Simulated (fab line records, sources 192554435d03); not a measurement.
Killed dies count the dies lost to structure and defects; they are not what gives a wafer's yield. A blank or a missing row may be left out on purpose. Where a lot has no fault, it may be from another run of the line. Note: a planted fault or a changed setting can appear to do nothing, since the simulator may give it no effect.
Which tool did it? | flow n5Finfet | Sampling: 24 lots, 72 wafers, 6 of 1938 route steps

## WHAT THE GAUGES SHOWED, per wafer
N5_SD_EPI_N_CD_MEAS_09: target cd 120 nm.
lot  | measured    | on       | cdNm (nm)
L074 | day 3 01:50 | cdSem-02 | 118.9 119.5 119.4
L075 | day 3 06:43 | cdSem-01 | 119.4 119.5 119.8
L076 | day 3 13:55 | cdSem-01 | 121.3 119.7 120.0
L077 | day 3 19:36 | cdSem-03 | 120.2 120.3 119.9
L078 | day 4 03:10 | cdSem-03 | 120.9 121.4 121.1
L079 | day 4 07:45 | cdSem-02 | 121.6 119.4 120.9
L080 | day 4 11:58 | cdSem-03 | 118.7 119.5 119.7
L081 | day 4 20:45 | cdSem-03 | 120.7 121.1 119.8
L082 | day 5 01:20 | cdSem-01 | 119.0 119.4 119.9
L083 | day 5 05:58 | cdSem-03 | 121.1 121.1 120.0
L084 | day 5 12:29 | cdSem-01 | 120.4 121.3 120.4
L085 | day 5 19:14 | cdSem-02 | 121.0 120.0 120.9
L086 | day 6 00:35 | cdSem-01 | 120.5 120.3 120.0
L087 | day 6 07:08 | cdSem-03 | 120.4 120.3 120.2
L088 | day 6 10:57 | cdSem-01 | 120.1 120.1 119.7
L089 | day 6 18:05 | cdSem-02 | 121.0 121.5 121.0
L090 | day 7 02:13 | cdSem-02 | 119.4 120.4 120.7
L091 | day 7 05:38 | cdSem-01 | 121.0 121.7 119.7
L092 | day 7 11:52 | cdSem-02 | 120.0 120.3 121.1
L093 | day 7 16:46 | cdSem-01 | 119.5 121.8 120.6
L094 | day 8 01:59 | cdSem-03 | 121.3 121.7 122.9
L095 | day 8 08:19 | cdSem-03 | 119.8 119.7 119.0
L096 | day 8 12:36 | cdSem-01 | 120.6 120.6 121.3
L097 | day 8 23:22 | cdSem-01 | 121.3 120.8 121.2

N5_SDB_INSPECT_13: inspects for defects (brightfield).
lot  | measured    | on               | rawDefectCount
L074 | day 3 20:50 | defectInspect-01 | 69 71 53
L075 | day 3 23:55 | defectInspect-02 | 32 45 37
L076 | day 4 06:50 | defectInspect-02 | 74 56 54
L077 | day 4 11:47 | defectInspect-02 | 78 75 92
L078 | day 4 20:50 | defectInspect-01 | 61 84 90
L079 | day 5 02:10 | defectInspect-01 | 59 72 78
L080 | day 5 05:17 | defectInspect-01 | 93 80 57
L081 | day 5 13:37 | defectInspect-01 | 117 121 71
L082 | day 5 17:34 | defectInspect-02 | 68 59 83
L083 | day 5 22:10 | defectInspect-01 | 60 72 45
L084 | day 6 04:37 | defectInspect-02 | 71 56 33
L085 | day 6 13:12 | defectInspect-01 | 48 64 79
L086 | day 6 16:37 | defectInspect-02 | 83 142 74
L087 | day 6 23:38 | defectInspect-01 | 66 50 24
L088 | day 7 05:01 | defectInspect-01 | 98 79 86
L089 | day 7 10:23 | defectInspect-02 | 36 40 18
L090 | day 7 19:56 | defectInspect-01 | 129 83 119
L091 | day 7 21:40 | defectInspect-01 | 131 113 62
L092 | day 8 04:41 | defectInspect-01 | 123 50 48
L093 | day 8 09:45 | defectInspect-02 | 56 55 54
L094 | day 8 20:59 | defectInspect-01 | 48 51 45
L095 | day 9 00:32 | defectInspect-02 | 60 50 41
L096 | day 9 07:22 | defectInspect-01 | 27 56 72
L097 | day 9 15:57 | defectInspect-01 | 66 49 12

N5_SDB_INSPECT_36: inspects for defects (darkfield).
lot  | measured    | on               | rawDefectCount
L074 | day 4 01:19 | defectInspect-01 | 14 30 18
L075 | day 4 03:51 | defectInspect-02 | 55 21 35
L076 | day 4 10:43 | defectInspect-01 | 18 14 15
L077 | day 4 16:07 | defectInspect-01 | 20 25 29
L078 | day 5 00:43 | defectInspect-02 | 40 33 54
L079 | day 5 06:35 | defectInspect-01 | 22 25 43
L080 | day 5 09:11 | defectInspect-01 | 43 29 21
L081 | day 5 17:34 | defectInspect-01 | 27 19 55
L082 | day 5 21:27 | defectInspect-02 | 23 40 16
L083 | day 6 02:28 | defectInspect-01 | 33 57 42
L084 | day 6 08:29 | defectInspect-01 | 42 75 83
L085 | day 6 18:06 | defectInspect-02 | 25 31 24
L086 | day 6 20:38 | defectInspect-02 | 22 28 38
L087 | day 7 03:44 | defectInspect-01 | 38 18 20
L088 | day 7 08:54 | defectInspect-01 | 35 33 45
L089 | day 7 15:01 | defectInspect-01 | 27 35 24
L090 | day 8 00:02 | defectInspect-02 | 54 39 38
L091 | day 8 02:25 | defectInspect-02 | 49 25 38
L092 | day 8 08:35 | defectInspect-01 | 25 31 39
L093 | day 8 13:38 | defectInspect-02 | 28 56 42
L094 | day 9 01:12 | defectInspect-01 | 27 45 17
L095 | day 9 04:25 | defectInspect-02 | 51 68 52
L096 | day 9 11:55 | defectInspect-02 | 16 17 56
L097 | day 9 20:01 | defectInspect-02 | 26 42 27

N5_HKMG_FIN_CD_MEAS_49: target cd 202 nm.
lot  | measured    | on       | cdNm (nm)
L074 | day 4 02:51 | cdSem-02 | 202.8 202.1 203.3
L075 | day 4 05:23 | cdSem-01 | 201.5 201.4 201.5
L076 | day 4 12:15 | cdSem-03 | 204.1 203.2 203.1
L077 | day 4 17:41 | cdSem-03 | 202.4 202.7 202.6
L078 | day 5 02:36 | cdSem-03 | 202.0 202.2 202.0
L079 | day 5 08:13 | cdSem-01 | 204.4 203.4 203.0
L080 | day 5 10:43 | cdSem-01 | 202.9 203.0 203.2
L081 | day 5 19:13 | cdSem-01 | 202.8 203.3 203.4
L082 | day 5 22:52 | cdSem-01 | 202.2 202.9 202.8
L083 | day 6 03:53 | cdSem-03 | 203.1 203.1 203.1
L084 | day 6 10:13 | cdSem-03 | 202.3 203.1 203.3
L085 | day 6 19:47 | cdSem-02 | 202.8 202.2 203.8
L086 | day 6 22:25 | cdSem-03 | 202.2 201.4 202.9
L087 | day 7 05:31 | cdSem-03 | 202.6 201.6 202.3
L088 | day 7 10:53 | cdSem-01 | 202.9 203.1 202.0
L089 | day 7 16:38 | cdSem-03 | 201.4 202.2 203.2
L090 | day 8 01:35 | cdSem-03 | 201.0 202.3 201.8
L091 | day 8 03:58 | cdSem-03 | 202.7 203.0 201.6
L092 | day 8 10:07 | cdSem-03 | 202.3 203.3 202.2
L093 | day 8 15:10 | cdSem-02 | 202.7 203.2 202.9
L094 | day 9 02:49 | cdSem-01 | 201.4 202.4 202.1
L095 | day 9 05:59 | cdSem-01 | 203.8 204.1 202.7
L096 | day 9 14:09 | cdSem-03 | 203.1 204.0 203.2
L097 | day 9 21:52 | cdSem-02 | 202.9 200.9 202.7

## EACH LOT AND THE TOOL THAT RAN IT (in order: tool; ch and the chambers of the sampled wafers; start)
lot  | N5_SDB_STRIP_22                    | N5_DUMMY_REMOVAL_STRIP_10
L074 | plasmaAsher-01 ch 0,1, day 3 21:30 | rieDiel-06 ch 2,3, day 4 01:23
L075 | plasmaAsher-02 ch 0,1, day 4 00:18 | rieDiel-03 ch 0,2,3, day 4 03:57
L076 | plasmaAsher-01 ch 0, day 4 07:11   | rieDiel-03 ch 0,2, day 4 10:47
L077 | plasmaAsher-01 ch 0,1, day 4 12:16 | rieDiel-03 ch 0,2,3, day 4 16:11
L078 | plasmaAsher-01 ch 0,1, day 4 21:10 | rieDiel-03 ch 0,2,3, day 5 00:47
L079 | plasmaAsher-01 ch 0,1, day 5 02:38 | rieDiel-02 ch 0,1,2, day 5 06:39
L080 | plasmaAsher-02 ch 0,1, day 5 05:38 | rieDiel-02 ch 1,2,3, day 5 09:19
L081 | plasmaAsher-02 ch 0,1, day 5 13:58 | rieDiel-06 ch 1,2,3, day 5 17:51
L082 | plasmaAsher-02 ch 0,1, day 5 17:55 | rieDiel-03 ch 1,2,3, day 5 21:31
L083 | plasmaAsher-02 ch 0,1, day 5 22:30 | rieDiel-03 ch 1,2,3, day 6 02:32
L084 | plasmaAsher-01 ch 0,1, day 6 04:57 | rieDiel-02 ch 0,1,2, day 6 08:34
L085 | plasmaAsher-01 ch 1, day 6 13:42   | rieDiel-02 ch 0,3, day 6 18:19
L086 | plasmaAsher-02 ch 0,1, day 6 16:58 | rieDiel-02 ch 0,1,3, day 6 20:43
L087 | plasmaAsher-02 ch 0,1, day 7 00:12 | rieDiel-02 ch 0,3, day 7 03:50
L088 | plasmaAsher-01 ch 0,1, day 7 05:22 | rieDiel-06 ch 0,1,2, day 7 09:13
L089 | plasmaAsher-02 ch 0,1, day 7 10:44 | rieDiel-03 ch 0,1,2, day 7 15:05
L090 | plasmaAsher-02 ch 0, day 7 20:16   | rieDiel-06 ch 1,2, day 8 00:07
L091 | plasmaAsher-01 ch 0,1, day 7 22:00 | rieDiel-06 ch 2,3, day 8 02:29
L092 | plasmaAsher-02 ch 0,1, day 8 05:03 | rieDiel-03 ch 1,3, day 8 08:40
L093 | plasmaAsher-01 ch 0,1, day 8 10:05 | rieDiel-03 ch 1,2,3, day 8 13:42
L094 | plasmaAsher-02 ch 0,1, day 8 21:37 | rieDiel-06 ch 0,2, day 9 01:20
L095 | plasmaAsher-01 ch 0,1, day 9 00:53 | rieDiel-06 ch 0,1,2, day 9 04:29
L096 | plasmaAsher-01 ch 0,1, day 9 08:11 | rieDiel-06 ch 0,1, day 9 12:18
L097 | plasmaAsher-02 ch 0,1, day 9 16:17 | rieDiel-06 ch 1,3, day 9 20:05
- N5_SDB_STRIP_22: strips in N2/H2.
- N5_DUMMY_REMOVAL_STRIP_10: strips in N2/H2, time 40 s.

## WHAT THE TOOLS THEMSELVES READ (means of the sampled wafers that have a number; where no wafer has one, the mark that the record gives instead)
N5_SDB_STRIP_22.
lot  | tool           | drypumpMotorCurrentA (A) | heaterPowerW (W) | n2FlowSccm (sccm) | oesProductAu (a.u.) | stripTimeToEndpointS (s)
L074 | plasmaAsher-01 | 5.9                      | 395              | 1752              | 0.715               | 96.3
L075 | plasmaAsher-02 | 6.2                      | 352              | 1754              | 0.714               | 96.3
L076 | plasmaAsher-01 | 5.1                      | 402              | 1755              | 0.715               | 95.7
L077 | plasmaAsher-01 | 5.9                      | 396              | 1745              | 0.712               | 96.3
L078 | plasmaAsher-01 | 5.5                      | 404              | 1751              | 0.711               | 96.6
L079 | plasmaAsher-01 | 5.5                      | 399              | 1748              | 0.718               | 97.1
L080 | plasmaAsher-02 | 6.4                      | 380              | 1747              | 0.716               | 96.4
L081 | plasmaAsher-02 | 6.4                      | 389              | 1749              | 0.718               | 96.1
L082 | plasmaAsher-02 | 6.2                      | 358              | 1751              | 0.713               | 96.3
L083 | plasmaAsher-02 | 6.2                      | 350              | 1748              | 0.712               | 96.3
L084 | plasmaAsher-01 | 5.5                      | 403              | 1748              | 0.712               | 95.4
L085 | plasmaAsher-01 | 6.4                      | 397              | 1756              | 0.715               | 96.4
L086 | plasmaAsher-02 | 6.4                      | 381              | 1749              | 0.718               | 96.0
L087 | plasmaAsher-02 | 6.5                      | 378              | 1750              | 0.715               | 96.4
L088 | plasmaAsher-01 | 5.9                      | 397              | 1749              | 0.713               | 96.3
L089 | plasmaAsher-02 | 6.2                      | 356              | 1748              | 0.712               | 96.7
L090 | plasmaAsher-02 | 6.7                      | 402              | 1755              | 0.712               | 96.5
L091 | plasmaAsher-01 | 5.9                      | 398              | 1753              | 0.713               | 95.8
L092 | plasmaAsher-02 | 6.2                      | 354              | 1748              | 0.713               | 96.1
L093 | plasmaAsher-01 | 5.9                      | 394              | 1753              | 0.717               | 96.6
L094 | plasmaAsher-02 | 6.5                      | 381              | 1749              | 0.712               | 96.5
L095 | plasmaAsher-01 | 5.9                      | 399              | 1754              | 0.711               | 96.4
L096 | plasmaAsher-01 | 5.9                      | 392              | 1751              | 0.715               | 96.4
L097 | plasmaAsher-02 | 6.2                      | 357              | 1747              | 0.714               | 96.2

N5_DUMMY_REMOVAL_STRIP_10.
lot  | tool       | drypumpMotorCurrentA (A) | n2FlowSccm (sccm) | oesProductAu (a.u.) | rfVppV (V) | showerheadPlenumPTorr (Torr) | throttleValvePct (%)
L074 | rieDiel-06 | 4.7                      | 299.5             | 0.78                | 44.8       | 3.37                         | 12.35
L075 | rieDiel-03 | 5.9                      | 299.7             | 0.79                | 44.7       | 3.34                         | 12.13
L076 | rieDiel-03 | 5.5                      | 300.1             | 0.86                | 44.9       | 3.37                         | 12.09
L077 | rieDiel-03 | 5.9                      | 300.3             | 0.79                | 45.4       | 3.34                         | 12.14
L078 | rieDiel-03 | 5.9                      | 300.2             | 0.78                | 45.3       | 3.34                         | 12.17
L079 | rieDiel-02 | 5.6                      | 299.8             | 0.78                | 44.9       | 3.25                         | 12.36
L080 | rieDiel-02 | 5.7                      | 300.7             | 0.76                | 44.7       | 3.36                         | 12.32
L081 | rieDiel-06 | 5.0                      | 300.9             | 0.80                | 45.1       | 3.42                         | 12.16
L082 | rieDiel-03 | 5.6                      | 299.6             | 0.85                | 45.2       | 3.37                         | 12.03
L083 | rieDiel-03 | 5.6                      | 299.9             | 0.85                | 45.2       | 3.37                         | 12.04
L084 | rieDiel-02 | 5.6                      | 300.2             | 0.78                | 44.3       | 3.25                         | 12.39
L085 | rieDiel-02 | 5.8                      | 298.9             | 0.74                | 45.5       | 3.26                         | 12.52
L086 | rieDiel-02 | 5.7                      | 300.7             | 0.72                | 45.2       | 3.32                         | 12.52
L087 | rieDiel-02 | 5.9                      | 298.2             | 0.70                | 45.3       | 3.37                         | 12.45
L088 | rieDiel-06 | 5.5                      | 300.0             | 0.75                | 45.4       | 3.36                         | 12.39
L089 | rieDiel-03 | 5.4                      | 300.5             | 0.83                | 44.8       | 3.46                         | 12.08
L090 | rieDiel-06 | 5.2                      | 299.8             | 0.76                | 45.2       | 3.45                         | 12.11
L091 | rieDiel-06 | 4.7                      | 300.3             | 0.79                | 44.2       | 3.37                         | 12.29
L092 | rieDiel-03 | 6.0                      | 300.1             | 0.77                | 44.2       | 3.33                         | 12.13
L093 | rieDiel-03 | 5.6                      | 300.1             | 0.82                | 45.0       | 3.36                         | 12.09
L094 | rieDiel-06 | 5.3                      | 299.7             | 0.70                | 44.5       | 3.30                         | 12.64
L095 | rieDiel-06 | 5.4                      | 300.0             | 0.73                | 45.3       | 3.36                         | 12.42
L096 | rieDiel-06 | 5.9                      | 299.0             | 0.73                | 45.0       | 3.31                         | 12.49
L097 | rieDiel-06 | 5.0                      | 299.7             | 0.82                | 44.9       | 3.43                         | 12.10

## THE ANSWER, worked out from the rows above alone
Rule: the usual values come from the lots themselves. Put in order of their means at a reading, lots are off if they are a third of the lots or fewer, leave a main group of 4 or more, and stand apart from it by a gap of 3 or more times the standard deviation of the main group's means; of several such gaps the widest counts. If all means in a main group match to the digits the tables above print for the reading, that group is not used. A lot without any number at a reading at which 4 lots or more have one is off too. The other lots that the step has rows for count as sound. After the gauges, taken in route order, come the tools' own readings; for these a lot's mean is taken, as printed above. At the first step where some lot is off, the reading lying furthest off is the one used; lots without a number count as furthest.
Nothing can be told from this: no lot is off at any reading shown.

## WHAT HAD BEEN PUT IN BY THE SIMULATOR
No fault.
